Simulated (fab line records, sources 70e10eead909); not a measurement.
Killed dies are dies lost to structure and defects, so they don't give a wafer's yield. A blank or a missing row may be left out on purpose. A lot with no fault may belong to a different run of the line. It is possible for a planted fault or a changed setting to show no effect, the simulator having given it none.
A lot that was struck, set against a sound lot | flow nand harc | 13 steps out of a route of 1302
Sound: these wafers, L673.1, L673.2, L673.5. Wafers struck: L677.3, L677.4, L677.5. Last of all comes the cause.
At each step with rows: each side's tool, then ch and its chambers, then its first start. Under that, the readings that differ: sound wafers | struck wafers | difference of the means | sigmas: that difference in standard deviations of wafers without a fault.
alike: same words and numbers on both sides, and readings whose means sit less than 2 such deviations apart. not compared: any withheld reading, any reading some wafer has no value for, any bound like >300 that may hide the same value, and any number with overlapping values for which the record gives no deviation.
Wherever a step has rows on one side only, a row that says differs or no value, or a row with sigmas, the two part there. Numbers that have no deviation but don't overlap get no sigmas and don't part them. A reading missing from all wafers of one side parts the sides only when that side holds two or more wafers.

NHARC_P_CONTACT_CMP_24: polishes, t overpolish 30 s, target thk 200 nm.
  sound on cmp-02 ch 0,2, day 9 01:34; struck on cmp-04 ch 0,1, day 10 19:39
  alike: motor current A, overpolish run s, slurry filter dp kPa, slurry flow ml min, time to endpoint s
  not compared: pad life wafers
after that, 1 step had no rows for these wafers: NHARC_P_CONTACT_SRD_26.
NHARC_P_CONTACT_INSPECT_27:
  struck on defect inspect-02, day 10 20:04; sound on defect inspect-02, day 9 01:58
  alike: raw defect count
then, 8 steps without rows for these wafers: NHARC_P_M0_DEP_00 (deposits SiOC, target thk 150 nm); NHARC_P_M0_DEHYDRATE_01 (time 120 s); NHARC_P_M0_HMDS_02 (time 30 s); NHARC_P_M0_COAT_33 (time 65 s); NHARC_P_M0_COAT_03 (resist thk 90 nm); NHARC_P_M0_SOFTBAKE_04 (time 55 s); NHARC_P_M0_EBR_05; NHARC_P_M0_EXPOSE_06 (exposes mask P M0, target cd 90 nm).
NHARC_P_M0_PEB_07: peb time 65 s.
  struck on litho track-06, day 10 20:46; sound on litho track-01 ch 0, day 9 02:47
  no value came back on the struck wafers for chill plate temp C (C), exhaust pa (Pa); on the sound wafers chill plate temp C (C) reads 22.81 22.89 23.02
then, 1 step without rows for these wafers: NHARC_P_M0_DEVELOP_08 (develop time 35 s).

## WHERE THEY PART
Within this record, at NHARC_P_M0_PEB_07 only.

WHY: what the simulator had put in
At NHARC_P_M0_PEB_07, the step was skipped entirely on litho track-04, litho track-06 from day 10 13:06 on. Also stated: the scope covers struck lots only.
